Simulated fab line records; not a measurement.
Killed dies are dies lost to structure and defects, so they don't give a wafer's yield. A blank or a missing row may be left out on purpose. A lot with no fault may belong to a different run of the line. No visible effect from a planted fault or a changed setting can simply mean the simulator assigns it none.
The tool behind it: which one? + flow n5_finfet + route of 1938 steps, sampled at 1 step: 12 lots, 36 wafers

== WHAT EACH GAUGE READ, for each wafer ==
N5_BEOL_M12_CD_MEAS_17 targets a cd of 140 nm.
| lot  | measured     | on        | cd_nm (nm)        |
|------|--------------|-----------|-------------------|
| L075 | day 13 14:58 | cd_sem-01 | 139.6 138.9 139.5 |
| L077 | day 14 04:07 | cd_sem-03 | 141.0 141.2 138.0 |
| L080 | day 14 20:49 | cd_sem-02 | 142.2 145.7 143.6 |
| L083 | day 15 02:26 | cd_sem-02 | 140.2 141.3 140.7 |
| L084 | day 15 10:25 | cd_sem-02 | 142.5 140.8 141.6 |
| L092 | day 15 23:07 | cd_sem-02 | 141.1 142.7 141.8 |
| L088 | day 16 16:23 | cd_sem-02 | 141.4 139.6 140.8 |
| L089 | day 16 23:02 | cd_sem-02 | 144.6 141.8 141.9 |
| L091 | day 17 04:43 | cd_sem-01 | 141.5 140.7 139.9 |
| L097 | day 18 14:36 | cd_sem-02 | 141.3 140.3 143.5 |
| L079 | day 18 15:37 | cd_sem-01 | 137.7 140.8 140.6 |
| L095 | day 19 13:22 | cd_sem-02 | 142.6 144.4 141.7 |

== WHICH TOOL RAN EACH LOT (tool, then ch and the chambers of the sampled wafers, then the start) ==
No process step before these readings appears in the record.

== THE ANSWER, worked out from the rows above alone ==
Rule: the usual values come from the lots themselves. The widest of any qualifying gaps counts: lots, ordered by their means at a reading, are off when they make up no more than a third of the lots, leave a main group of 4 or more, and stand apart from it by 3 or more times the standard deviation of that group's means. The tables above print the reading to a certain number of digits; a main group whose means all agree to those digits is not used. A lot without any number at a reading at which 4 lots or more have one is off too. Where the step has rows for the other lots, those lots are counted as sound.
None of the lots is off at any reading shown; this tells nothing.

== WHAT THE SIMULATOR PUT IN ==
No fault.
